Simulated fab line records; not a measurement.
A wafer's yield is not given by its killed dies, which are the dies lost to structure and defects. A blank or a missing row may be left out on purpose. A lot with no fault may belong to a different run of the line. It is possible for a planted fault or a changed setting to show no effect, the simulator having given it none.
The tool behind it: which one?    flow nand_harc    6 lots with 18 wafers sampled at 5 steps, on a route of 1302 steps

## WHAT THE GAUGES READ, wafer by wafer
NHARC_END_SORT_01.
lot   measured      on         killed_at_array
L585  day 31 15:01  prober-02  36 45 39

## WHAT TOOL EACH LOT RAN ON (gives the tool, then ch and the chambers of the sampled wafers, and finally the start)
lot   NHARC_A_STAIRCASE_ETCH_201                     NHARC_A_STAIRCASE_ETCH_223          NHARC_A_STAIRCASE_ETCH_225                     NHARC_A_STAIRCASE_TRIM_235
L570  rie_diel-03 ch 2,3, day 17 00:13 or earlier    rie_diel-04 ch 2,3, day 17 00:13    rie_diel-04 ch 0,1,3, no start                 rie_diel-03 ch 0,1, no start
L574  rie_diel-04 ch 0,1,2, day 18 16:32 or earlier  rie_diel-03 ch 0,1, day 18 16:32    rie_diel-03 ch 0,3, no start                   rie_diel-11 ch 0,2,3, no start
L582  rie_diel-11 ch 0,2,3, day 21 22:48 or earlier  rie_diel-03 ch 1,2,3, day 21 22:48  rie_diel-03 ch 0,1,3, no start                 rie_diel-04 ch 0,2,3, no start
L585  rie_diel-03 ch 1,2,3, day 23 05:21 or earlier  rie_diel-11 ch 0,2,3, day 23 05:21  rie_diel-11 ch 0,1,2, day 31 15:01 or earlier  rie_diel-04 ch 1,2,3, day 31 15:01 or earlier
L587  rie_diel-04 ch 0,2,3, day 23 22:44 or earlier  rie_diel-11 ch 0,1,2, day 23 22:44  rie_diel-11 ch 2,3, no start                   rie_diel-11 ch 0,2,3, no start
L591  rie_diel-04 ch 0,1,2, day 25 14:58 or earlier  rie_diel-04 ch 0,1, day 25 14:58    rie_diel-04 ch 0,3, no start                   rie_diel-11 ch 0,2,3, no start
- NHARC_A_STAIRCASE_ETCH_201: etches the open film in C4F8/O2, target depth 100 nm, time 40.5 s.
- NHARC_A_STAIRCASE_ETCH_223: etches the open film in C4F8/O2, target depth 100 nm, time 40.5 s.
- NHARC_A_STAIRCASE_ETCH_225: etches the open film in C4F8/O2, target depth 100 nm, time 40.5 s.
- NHARC_A_STAIRCASE_TRIM_235: chemistry O2, time 211.2 s.

## THE ANSWER, worked out from the rows above alone
Rule: the lots themselves supply what counts as usual. Put in order of their means at a reading, lots are off if they are a third of the lots or fewer, leave a main group of 4 or more, and stand apart from it by a gap of 3 or more times the standard deviation of the main group's means; of several such gaps the widest counts. Not used: any main group whose means are identical at the precision the tables above print for the reading. A lot without any number at a reading at which 4 lots or more have one is off too. Any other lot the step has rows for is counted as sound.
Nothing can be told from this: no lot is off at any reading shown.

## WHAT THE SIMULATOR HAD INSERTED
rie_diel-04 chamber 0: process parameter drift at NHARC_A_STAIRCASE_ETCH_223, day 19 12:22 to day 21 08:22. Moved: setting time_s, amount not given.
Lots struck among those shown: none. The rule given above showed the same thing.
